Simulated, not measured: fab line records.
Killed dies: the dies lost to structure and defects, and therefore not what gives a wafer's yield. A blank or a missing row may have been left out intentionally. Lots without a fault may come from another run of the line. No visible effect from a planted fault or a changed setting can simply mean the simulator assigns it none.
A lot that was struck, set against a sound lot :: flow nand harc :: 36 out of 1302 route steps
Sound: these wafers, L256.1, L256.5, L256.6. Struck: wafers L267.2, L267.5, L267.6. At the end, the cause is stated.
For every step that has rows: the tool of each side, followed by ch and its chambers, followed by its first start. Under that, the readings that differ: sound wafers :: struck wafers :: difference of the means :: sigmas: that difference in standard deviations of wafers without a fault.
alike: words and numbers the same on both sides, and readings whose means are apart by under 2 such deviations; not compared: readings that were withheld, readings missing a value for some wafer, numbers with overlapping values and no deviation given by the record, and bounds like >300 which may hide the same value.
The two part at a step that has a row with sigmas, a row that says differs or no value, or rows on one side only. Numbers that don't overlap but have no deviation are shown without sigmas and don't part them. A reading missing from all wafers of one side parts the sides only when that side holds two or more wafers.

first, 2 steps without rows for these wafers: NHARC_A_WL_FILL_ALD_02 (deposits TiN, target thk 2 nm, pulse time 3 s, ald cycles 100); NHARC_A_WL_FILL_CVD_03 (deposits W, target thk 40 nm, time 279 s).
NHARC_A_WL_FILL_ETCHBACK_04: etches the open film in NF3, target depth 60 nm, time 120 s.
  sound on rie metal-02 ch 0,1, day 21 01:01; struck on rie metal-02 ch 0,1, day 25 18:46
  alike: drypump motor current A, oes product au
  not compared: rf hours counter h
then, 6 steps without rows for these wafers: NHARC_A_WL_FILL_ETCHBACK_05 (etches the open film in Cl2/BCl3, target depth 22 nm, time 60 s); NHARC_A_WL_FILL_STRIP_27 (strips in N2/H2, time 20 s); NHARC_A_WL_FILL_STRIP_28 (strips in post etch residue remover, time 1200 s); NHARC_A_WL_FILL_PRECLEAN_06 (cleans in DIW, time 300 s); NHARC_A_WL_FILL_SRD_07; NHARC_A_WL_FILL_ANNEAL_08 (time 1800 s).
NHARC_A_WL_FILL_ALD_10: deposits SiO2, target thk 50 nm, pulse time 10 s, ald cycles 500.
  sound on ald hk-03 ch 0,3, day 21 09:00; struck on ald hk-01 ch 0,1,3, day 26 03:11
  alike: heater power w, precursor pulse height rel
NHARC_A_WL_FILL_ETCHBACK_16: etches the open film in C4F8/O2/Ar, target depth 120 nm, time 24 s.
  sound on rie diel-05 ch 0,1,3, day 21 13:40; struck on rie diel-01 ch 0,1,3, day 26 06:22
reading: oes product au (a.u.)
sound: 0.94 0.93 0.93
struck: 1.00 1.02 0.99
difference: +0.07
sigmas: +2
  alike: rf vpp V
  not compared: rf hours counter h
NHARC_A_WL_FILL_STRIP_29: strips in O2, time 20 s.
  sound on rie diel-05 ch 0,2,3, day 21 13:46; struck on rie diel-01 ch 0,2,3, day 26 06:26
  alike: drypump motor current A, o2 flow sccm, oes product au, rf vpp V, showerhead plenum p Torr, throttle valve pct
  not compared: rf hours counter h
NHARC_A_WL_FILL_ETCHBACK_17: etches the open film in Cl2/BCl3, target depth 4 nm, time 26.7 s.
  sound on rie metal-01 ch 0,1, day 21 13:52; struck on rie metal-01 ch 0,1, day 26 06:31
  alike: drypump motor current A, oes product au
  not compared: rf hours counter h
then, 3 steps without rows for these wafers: NHARC_A_WL_FILL_PRECLEAN_18 (cleans in dHF, time 30 s); NHARC_A_WL_FILL_SRD_21; NHARC_A_WL_FILL_CVD_23 (deposits poly-Si, target thk 40 nm, time 800 s).
NHARC_A_WL_FILL_ETCHBACK_26: etches the open film in HBr, target depth 52 nm, time 13.3 s.
  sound on rie si-04 ch 1,2,3, day 21 18:56; struck on rie si-02 ch 0,1,3, day 26 11:41
  alike: drypump motor current A, oes product au, throttle valve pct
  not compared: rf hours counter h
then, 18 steps without rows for these wafers: NHARC_A_WL_FILL_PRECLEAN_30 (cleans in dHF, time 10 s); NHARC_A_WL_FILL_SRD_14; NHARC_A_WL_FILL_ALD_19 (deposits TiN, target thk 2 nm, pulse time 3 s, ald cycles 100); NHARC_A_WL_FILL_CVD_20 (deposits W, target thk 100 nm, time 74 s); NHARC_A_WL_FILL_CMP_12 (polishes, t overpolish 30 s, target thk 100 nm); NHARC_A_WL_FILL_SRD_31; NHARC_A_CONTACT_DEP_24 (deposits SiO2, target thk 500 nm); NHARC_A_CONTACT_DEP_28 (deposits aC, target thk 7000 nm); NHARC_A_CONTACT_DEP_29 (deposits SiON, target thk 100 nm); NHARC_A_CONTACT_DEHYDRATE_32 (time 120 s); NHARC_A_CONTACT_HMDS_33 (time 30 s); NHARC_A_CONTACT_COAT_34 (time 75 s); NHARC_A_CONTACT_COAT_35 (time 65 s); NHARC_A_CONTACT_COAT_36 (resist thk 90 nm); NHARC_A_CONTACT_SOFTBAKE_37 (time 55 s); NHARC_A_CONTACT_EBR_38; NHARC_A_CONTACT_EXPOSE_39 (exposes mask A CC 3); NHARC_A_CONTACT_PEB_40 (peb time 65 s).
-- the record jumps here: 3 days lie between the struck wafers' starts before and after (it left off in module A_CONTACT and takes up again in module END, whose first step shown is number 1302 of the route) --
NHARC_END_SORT_01:
  at this point the record logs the struck wafers (prober-02 ch 0, day 29 17:35) and has no rows for the sound ones

## WHERE THEY PART
Earliest at NHARC_A_WL_FILL_ETCHBACK_16; latest, in this record, at NHARC_END_SORT_01.

WHY: what the simulator had put in
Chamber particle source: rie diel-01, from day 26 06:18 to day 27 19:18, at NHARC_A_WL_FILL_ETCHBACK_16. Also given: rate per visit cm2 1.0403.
